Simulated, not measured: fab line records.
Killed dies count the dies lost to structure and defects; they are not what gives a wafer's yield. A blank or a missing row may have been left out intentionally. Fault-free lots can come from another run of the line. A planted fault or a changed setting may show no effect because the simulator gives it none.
Which tool is to blame? ; flow nand_harc ; 24 lots with 72 wafers sampled at 6 steps, on a route of 1302 steps

WHAT EACH GAUGE READ, for each wafer
NHARC_A_DECK1_JOINT_INSPECT_05.
lot;measured;on;raw_defect_count
L074;day 12 16:23;defect_inspect-02;272 249 294
L075;day 12 16:26;defect_inspect-01;171 248 188
L076;day 13 11:43;defect_inspect-02;474 241 231
L077;day 14 02:15;defect_inspect-02;427 232 408
L078;day 14 04:25;defect_inspect-02;285 384 464
L079;day 14 19:23;defect_inspect-02;337 172 249
L080;day 15 01:28;defect_inspect-01;350 245 432
L081;day 15 07:52;defect_inspect-02;212 327 289
L083;day 15 23:13;defect_inspect-01;295 304 373
L082;day 15 23:10;defect_inspect-02;379 290 262
L084;day 16 11:45;defect_inspect-02;315 149 258
L085;day 17 06:31;defect_inspect-02;350 547 410
L087;day 17 17:36;defect_inspect-02;331 263 268
L086;day 17 17:31;defect_inspect-01;210 248 290
L088;day 18 10:27;defect_inspect-01;339 323 309
L089;day 18 10:26;defect_inspect-02;163 372 245
L090;day 19 14:08;defect_inspect-01;583 599 484
L091;day 19 14:07;defect_inspect-02;441 328 441
L092;day 20 03:32;defect_inspect-01;634 350 281
L093;day 20 03:36;defect_inspect-01;522 318 572
L095;day 21 04:22;defect_inspect-01;332 404 360
L094;day 21 11:08;defect_inspect-01;262 259 241
L096;day 21 16:57;defect_inspect-01;311 363 352
L097;day 21 16:57;defect_inspect-02;486 610 348

EACH LOT AND THE TOOL THAT RAN IT (in order: tool; ch and the chambers of the sampled wafers; start)
lot;NHARC_A_CHANNEL_HOLE_D1_DEP_00;NHARC_A_CHANNEL_HOLE_D1_DEP_01;NHARC_A_CHANNEL_HOLE_D1_ETCH_22;NHARC_A_CHANNEL_HOLE_D1_ETCH_33;NHARC_A_CHANNEL_FILL_D1_STRIP_29
L074;acl_dep-03 ch 0, day 8 14:37;pecvd-04 ch 0,2, day 8 15:55;har_etch-01 ch 0,1, day 8 19:32;har_etch-01 ch 0,1, day 8 22:31;rie_diel-04 ch 0,1, day 12 16:23 or earlier
L075;acl_dep-01 ch 0, day 8 15:36;pecvd-02 ch 0,1, day 8 16:56;har_etch-02 ch 0,1, day 8 20:41;har_etch-02 ch 0,1, day 8 23:40;rie_diel-12 ch 0,3, day 12 16:26 or earlier
L076;acl_dep-01 ch 0, day 9 07:51;pecvd-04 ch 1,2, day 9 09:46;har_etch-02 ch 0,1, day 9 12:48;har_etch-02 ch 0,1, day 9 15:55;rie_diel-04 ch 1,2,3, day 13 11:43 or earlier
L077;acl_dep-02 ch 0, day 9 16:40;pecvd-02 ch 0,2, day 9 18:17;har_etch-02 ch 0,1, day 9 21:13;har_etch-02 ch 0,1, day 10 00:15;rie_diel-12 ch 0,1,3, day 14 02:15 or earlier
L078;acl_dep-02 ch 0, day 10 01:47;pecvd-04 ch 0,1,2, day 10 03:43;har_etch-01 ch 0,1, day 10 06:35;har_etch-01 ch 0,1, day 10 09:41;rie_diel-04 ch 0,1,2, day 14 04:25 or earlier
L079;acl_dep-01 ch 0, day 10 19:37;pecvd-01 ch 0,1, day 10 21:35;har_etch-01 ch 0,1, day 11 00:31;har_etch-01 ch 0,1, day 11 03:38;rie_diel-12 ch 0,1,3, day 14 19:23 or earlier
L080;acl_dep-02 ch 0, day 11 01:20;pecvd-02 ch 1,2, day 11 03:18;har_etch-01 ch 0,1, day 11 06:17;har_etch-01 ch 0,1, day 11 09:24;rie_diel-12 ch 0,1,3, day 15 01:28 or earlier
L081;acl_dep-01 ch 0, day 11 09:13;pecvd-01 ch 1,2, day 11 10:55;har_etch-02 ch 0,1, day 11 13:58;har_etch-02 ch 0,1, day 11 17:01;rie_diel-12 ch 0,1, day 13 14:52
L083;acl_dep-01 ch 0, day 11 23:43;pecvd-04 ch 0,1,2, day 12 01:02;har_etch-02 ch 0,1, day 12 05:53;har_etch-02 ch 0,1, day 12 08:52;rie_diel-12 ch 0,3, day 15 23:13 or earlier
L082;acl_dep-01 ch 0, day 12 01:19;pecvd-04 ch 0,2, day 12 02:56;har_etch-01 ch 0, day 12 07:52;har_etch-01 ch 0, day 12 10:54;rie_diel-04 ch 0,2, day 14 07:10
L084;acl_dep-01 ch 0, day 12 14:37;pecvd-02 ch 0,2, day 12 16:17;har_etch-01 ch 0, day 12 19:19;har_etch-01 ch 0, day 12 22:22;rie_diel-12 ch 0,1,2, day 16 11:45 or earlier
L085;acl_dep-03 ch 0, day 12 23:57;pecvd-04 ch 1,2, day 13 01:36;har_etch-01 ch 0,1, day 13 04:37;har_etch-01 ch 0,1, day 13 07:39;rie_diel-04 ch 0,3, day 17 06:31 or earlier
L087;acl_dep-01 ch 0, day 13 11:52;pecvd-04 ch 0,2, day 13 13:48;har_etch-02 ch 0,1, day 13 18:46;har_etch-02 ch 0,1, day 13 21:52;rie_diel-12 ch 0,1,2, day 17 17:36 or earlier
L086;acl_dep-02 ch 0, day 13 13:23;pecvd-04 ch 0,2, day 13 15:17;har_etch-01 ch 0,1, day 13 19:20;har_etch-01 ch 0,1, day 13 22:26;rie_diel-06 ch 0,2,3, day 17 17:31 or earlier
L088;acl_dep-01 ch 0, day 14 11:55;pecvd-02 ch 0,2, day 14 13:31;har_etch-01 ch 1, day 14 16:29;har_etch-01 ch 1, day 14 19:36;rie_diel-04 ch 0,1, day 18 10:27 or earlier
L089;acl_dep-03 ch 0, day 14 11:59;pecvd-04 ch 0,1,2, day 14 13:03;har_etch-02 ch 0,1, day 14 16:11;har_etch-02 ch 0,1, day 14 19:12;rie_diel-12 ch 0,1,3, day 16 14:46
L090;acl_dep-01 ch 0, day 15 07:50;pecvd-04 ch 1,2, day 15 09:44;har_etch-02 ch 1, day 15 12:40;har_etch-02 ch 1, day 15 15:43;rie_diel-06 ch 2,3, day 19 14:08 or earlier
L091;acl_dep-02 ch 0, day 15 13:02;pecvd-02 ch 0,1,2, day 15 15:00;har_etch-02 ch 0,1, day 15 18:01;har_etch-02 ch 0,1, day 15 21:02;rie_diel-06 ch 0,2,3, day 19 14:07 or earlier
L092;acl_dep-03 ch 0, day 15 22:58;pecvd-01 ch 1,2, day 16 00:37;har_etch-01 ch 0,1, day 16 06:25;har_etch-01 ch 0,1, day 16 09:27;rie_diel-06 ch 0,2,3, day 18 06:26
L093;acl_dep-02 ch 0, day 16 06:13;pecvd-02 ch 1,2, day 16 08:10;har_etch-01 ch 0,1, day 16 11:05;har_etch-01 ch 0,1, day 16 14:13;rie_diel-06 ch 0,2,3, day 20 03:36 or earlier
L095;acl_dep-03 ch 0, day 16 22:41;pecvd-04 ch 1,2, day 17 00:36;har_etch-02 ch 0,1, day 17 13:05;har_etch-02 ch 0,1, day 17 16:13;rie_diel-12 ch 0,1,2, day 21 04:22 or earlier
L094;acl_dep-01 ch 0, day 17 00:27;pecvd-04 ch 1,2, day 17 02:05;har_etch-01 ch 0,1, day 17 14:02;har_etch-01 ch 0,1, day 17 17:03;rie_diel-06 ch 1,2,3, day 21 11:08 or earlier
L096;acl_dep-03 ch 0, day 17 12:35;pecvd-04 ch 0,2, day 17 14:11;har_etch-02 ch 0,1, day 17 21:31;har_etch-02 ch 0,1, day 18 00:34;rie_diel-04 ch 0,1,3, day 21 16:57 or earlier
L097;acl_dep-01 ch 0, day 17 16:32;pecvd-04 ch 0,2, day 17 17:55;har_etch-01 ch 0,1, day 17 22:08;har_etch-01 ch 0,1, day 18 01:07;rie_diel-04 ch 0,1,3, day 21 16:57 or earlier
- NHARC_A_CHANNEL_HOLE_D1_DEP_00: deposits aC, target thk 3100 nm.
- NHARC_A_CHANNEL_HOLE_D1_DEP_01: deposits SiON, target thk 140 nm.
- NHARC_A_CHANNEL_HOLE_D1_ETCH_22: etches the open film in C4F8/O2/Ar, time 666.7 s, target depth 1600 nm.
- NHARC_A_CHANNEL_HOLE_D1_ETCH_33: etches the open film in C4F8/O2/Ar, time 90 s, target depth 400 nm.
- NHARC_A_CHANNEL_FILL_D1_STRIP_29: strips in O2, time 20 s.

WHAT THE TOOLS THEMSELVES READ (means of the sampled wafers that have a number; where no wafer has one, the mark that the record gives instead)
NHARC_A_CHANNEL_HOLE_D1_DEP_00.
lot;tool;throttle_valve_pct (%)
L074;acl_dep-03;34.996
L075;acl_dep-01;34.999
L076;acl_dep-01;34.993
L077;acl_dep-02;35.001
L078;acl_dep-02;35.008
L079;acl_dep-01;35.006
L080;acl_dep-02;35.007
L081;acl_dep-01;35.000
L083;acl_dep-01;35.000
L082;acl_dep-01;35.001
L084;acl_dep-01;35.012
L085;acl_dep-03;34.997
L087;acl_dep-01;34.995
L086;acl_dep-02;35.009
L088;acl_dep-01;34.997
L089;acl_dep-03;35.001
L090;acl_dep-01;35.001
L091;acl_dep-02;35.008
L092;acl_dep-03;34.999
L093;acl_dep-02;34.994
L095;acl_dep-03;35.001
L094;acl_dep-01;34.996
L096;acl_dep-03;35.004
L097;acl_dep-01;35.001

NHARC_A_CHANNEL_HOLE_D1_DEP_01.
lot;tool;heater_power_w (W);rf_fwd_power_W (W)
L074;pecvd-04;737;349.3
L075;pecvd-02;646;348.3
L076;pecvd-04;764;347.9
L077;pecvd-02;770;348.2
L078;pecvd-04;691;348.2
L079;pecvd-01;829;349.7
L080;pecvd-02;740;348.1
L081;pecvd-01;739;348.3
L083;pecvd-04;681;348.1
L082;pecvd-04;666;348.0
L084;pecvd-02;748;347.6
L085;pecvd-04;815;348.7
L087;pecvd-04;835;348.4
L086;pecvd-04;717;349.3
L088;pecvd-02;759;349.3
L089;pecvd-04;739;349.0
L090;pecvd-04;695;349.2
L091;pecvd-02;800;348.2
L092;pecvd-01;676;348.9
L093;pecvd-02;803;348.9
L095;pecvd-04;795;349.1
L094;pecvd-04;721;349.1
L096;pecvd-04;665;348.6
L097;pecvd-04;858;348.1

NHARC_A_CHANNEL_HOLE_D1_ETCH_22.
lot;tool;c4f8_flow_sccm (sccm);drypump_motor_current_A (A);showerhead_plenum_p_Torr (Torr);throttle_valve_pct (%)
L074;har_etch-01;89.06;6.0;3.68;32.156
L075;har_etch-02;89.47;5.3;3.55;32.159
L076;har_etch-02;88.99;5.3;3.55;32.155
L077;har_etch-02;89.79;5.2;3.65;32.158
L078;har_etch-01;89.43;5.6;3.70;32.145
L079;har_etch-01;89.24;5.6;3.69;32.151
L080;har_etch-01;89.21;6.0;3.67;32.160
L081;har_etch-02;89.25;5.3;3.54;32.156
L083;har_etch-02;89.34;5.3;3.53;32.157
L082;har_etch-01;89.36;5.3;3.71;32.148
L084;har_etch-01;89.26;5.3;3.71;32.153
L085;har_etch-01;89.33;5.6;3.67;32.163
L087;har_etch-02;89.27;5.2;3.62;32.157
L086;har_etch-01;89.53;6.0;3.65;32.152
L088;har_etch-01;89.07;6.3;3.61;32.149
L089;har_etch-02;89.14;5.3;3.51;32.154
L090;har_etch-02;89.51;5.4;3.41;32.147
L091;har_etch-02;89.38;5.3;3.51;32.157
L092;har_etch-01;89.53;5.7;3.65;32.150
L093;har_etch-01;89.32;6.0;3.63;32.159
L095;har_etch-02;89.04;5.2;3.78;32.156
L094;har_etch-01;89.35;5.6;3.64;32.150
L096;har_etch-02;89.61;5.3;3.85;32.156
L097;har_etch-01;89.57;6.0;3.61;32.164

NHARC_A_CHANNEL_HOLE_D1_ETCH_33.
lot;tool;c4f8_flow_sccm (sccm);drypump_motor_current_A (A);rf_fwd_power_W (W);showerhead_plenum_p_Torr (Torr);throttle_valve_pct (%)
L074;har_etch-01;41.84;6.0;1993;3.72;27.616
L075;har_etch-02;41.69;5.3;1992;3.59;27.625
L076;har_etch-02;41.67;5.3;1984;3.59;27.621
L077;har_etch-02;41.61;5.2;1979;3.69;27.618
L078;har_etch-01;41.74;5.6;1994;3.74;27.623
L079;har_etch-01;41.64;5.6;1994;3.73;27.617
L080;har_etch-01;41.88;6.0;1993;3.70;27.624
L081;har_etch-02;41.80;5.3;1986;3.57;27.628
L083;har_etch-02;41.76;5.3;1990;3.57;27.620
L082;har_etch-01;41.68;5.4;1993;3.75;27.612
L084;har_etch-01;41.62;5.3;1988;3.74;27.611
L085;har_etch-01;41.64;5.6;1991;3.71;27.623
L087;har_etch-02;41.83;5.2;1983;3.66;27.621
L086;har_etch-01;41.73;6.0;1990;3.68;27.619
L088;har_etch-01;41.74;6.3;1993;3.65;27.613
L089;har_etch-02;41.80;5.3;1985;3.55;27.614
L090;har_etch-02;41.77;5.4;1985;3.44;27.621
L091;har_etch-02;41.79;5.3;1987;3.54;27.619
L092;har_etch-01;41.61;5.6;1990;3.69;27.623
L093;har_etch-01;41.78;6.0;1989;3.66;27.615
L095;har_etch-02;41.61;5.2;1984;3.82;27.626
L094;har_etch-01;41.63;5.7;1989;3.68;27.616
L096;har_etch-02;41.67;5.3;1992;3.89;27.623
L097;har_etch-01;41.62;6.0;1990;3.65;27.623

NHARC_A_CHANNEL_FILL_D1_STRIP_29.
lot;tool;drypump_motor_current_A (A);oes_product_au (a.u.);rf_vpp_V (V);showerhead_plenum_p_Torr (Torr);throttle_valve_pct (%)
L074;rie_diel-04;5.4;0.993;57.5;3.66;17.034
L075;rie_diel-12;5.3;0.981;57.5;3.48;17.033
L076;rie_diel-04;6.0;0.989;57.0;3.50;17.034
L077;rie_diel-12;5.6;0.990;58.2;3.54;17.040
L078;rie_diel-04;5.5;1.001;58.6;3.53;17.040
L079;rie_diel-12;5.6;0.996;57.8;3.54;17.032
L080;rie_diel-12;5.6;0.994;56.5;3.54;17.033
L081;rie_diel-12;5.6;1.006;57.9;3.56;17.037
L083;rie_diel-12;5.4;0.985;57.4;3.48;17.040
L082;rie_diel-04;5.2;1.007;56.9;3.41;17.031
L084;rie_diel-12;5.2;1.012;58.7;3.52;17.040
L085;rie_diel-04;5.7;1.021;58.0;3.38;17.038
L087;rie_diel-12;5.2;1.012;58.0;3.52;17.035
L086;rie_diel-06;6.6;0.997;57.4;3.44;17.033
L088;rie_diel-04;5.4;0.996;58.3;3.66;17.032
L089;rie_diel-12;5.6;1.006;57.3;3.54;17.043
L090;rie_diel-06;6.6;1.010;56.6;3.50;17.028
L091;rie_diel-06;6.6;1.004;58.3;3.43;17.036
L092;rie_diel-06;6.6;1.000;58.4;3.43;17.033
L093;rie_diel-06;6.6;0.994;57.9;3.43;17.039
L095;rie_diel-12;5.2;1.022;57.5;3.52;17.030
L094;rie_diel-06;6.3;1.000;57.6;3.43;17.037
L096;rie_diel-04;5.6;0.990;57.2;3.52;17.035
L097;rie_diel-04;5.6;0.995;58.2;3.52;17.034

THE ANSWER, worked out from the rows above alone
Rule: usual is defined by the lots themselves. Put in order of their means at a reading, lots are off if they are a third of the lots or fewer, leave a main group of 4 or more, and stand apart from it by a gap of 3 or more times the standard deviation of the main group's means; of several such gaps the widest counts. A main group is skipped when, at the precision printed for the reading in the tables above, its means are all equal. A lot without any number at a reading at which 4 lots or more have one is off too. All remaining lots with rows at the step are treated as sound. First the gauges in route order, then the tools' own readings, where a lot's mean is used as printed above. At the first step where some lot is off, the reading lying furthest off is the one used; lots without a number count as furthest.
Across all readings shown, no lot is off: no conclusion can be drawn from this.

WHAT HAD BEEN PUT IN BY THE SIMULATOR
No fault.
